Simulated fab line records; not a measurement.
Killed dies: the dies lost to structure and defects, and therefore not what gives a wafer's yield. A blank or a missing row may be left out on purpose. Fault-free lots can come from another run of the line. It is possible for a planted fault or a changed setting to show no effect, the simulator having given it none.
Code-filled problem report in 8D (eight disciplines) form :: flow nand_harc :: the parts of the form that need people (team, actions taken, sign-off) are left out

== 1. PROBLEM STATEMENT ==
At NHARC_A_ONON_D2_THK_MEAS_14, thk_nm averages 688 nm over 4 wafers from 3 lots, while fault-free wafers read 1001 nm, standard deviation 10. That puts it -31 standard deviations away from the usual mean.
The step: measures by ellipsometry.
The first sign was on wafer L469.2 at day 18 13:25, on film_metro-02. The record holds 42 wafers of 15 lots with a number at this step. Rule for "out" (also "out of limits"): further than 4 standard deviations from the usual mean. Any other wafer with a number is counted as sound.

== 2. WHAT IT IS AND WHAT IT IS NOT ==
question: which readings at this step
is: thk_nm
is not: -

question: which lots
is: L469, L471, L473
is not: L455, L456, L457, L458, L459, L460, L461, L462, L463, L464, L468, L478

question: which wafers of those lots
is: L469.2, L471.5, L473.2, L473.5
is not: L469.6, L471.4

question: read on which gauges
is: film_metro-01, film_metro-02
is not: -

question: when
is: from day 18 13:25
is not: up to then (34 sound wafers); but 4 sound wafers of L471, L478 came after

== 3. SUSPECTS, AND WHAT RULES EACH OUT ==
Counting: a tool at a process step up to the reading stays a suspect if it ran every lot that is out. Sound lots after the first of them don't rule it out here, since some wafers of a struck lot are sound.
- the gauge at NHARC_A_ONON_D2_THK_MEAS_14 is ruled out. Those wafers that are out were read across 2 gauges (film_metro-01, film_metro-02).
- pecvd_onon-02 at NHARC_A_ONON_D2_DEP_12 (target thk 1000 nm): kept. It ran every lot that is out, first L469 (day 18 12:58); its last sound lot up to then is L462 (day 15 10:15).
The count leaves pecvd_onon-02 at NHARC_A_ONON_D2_DEP_12.

== 4. THE CAUSE (what the simulator had put in) ==
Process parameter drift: pecvd_onon-02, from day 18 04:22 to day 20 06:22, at NHARC_A_ONON_D2_DEP_12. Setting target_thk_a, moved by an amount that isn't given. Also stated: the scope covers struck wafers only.
Only this tool survived the counting.

== 5. THE CHAIN OF EFFECTS, in route order ==
One row per reading whose mean, taken over the struck wafers that have a number, lies over 3 standard deviations from the usual. Readings are gone through only where the record gives a usual standard deviation; hours: the median, over the lots, of the time from a lot's start at the first step in this table giving one to that lot's start at this step; sigmas: the change measured in usual standard deviations.
hours: 0
step: NHARC_A_ONON_D2_THK_MEAS_14
reading: thk_nm
usual: 1001 nm
on struck wafers: 688
change: -313
sigmas: -31

hours: 282
step: NHARC_END_SORT_01
reading: killed_at_array
usual: 58
on struck wafers: 670
change: +612
sigmas: +28

hours: 282
step: NHARC_END_SORT_01
reading: killed_dies
usual: 64
on struck wafers: 677
change: +613
sigmas: +28

== 6. HOW IT WOULD HAVE BEEN CAUGHT EARLIER ==
The first out-of-limits reading at a measuring or inspecting step in this record came at day 18 13:25, 9 hours after the fault's start at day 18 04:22.
Lots out: 3; of these, L471, L473 started NHARC_A_ONON_D2_DEP_12 on pecvd_onon-02 after day 18 13:25. A hold on the tool at that time would have spared those 2.
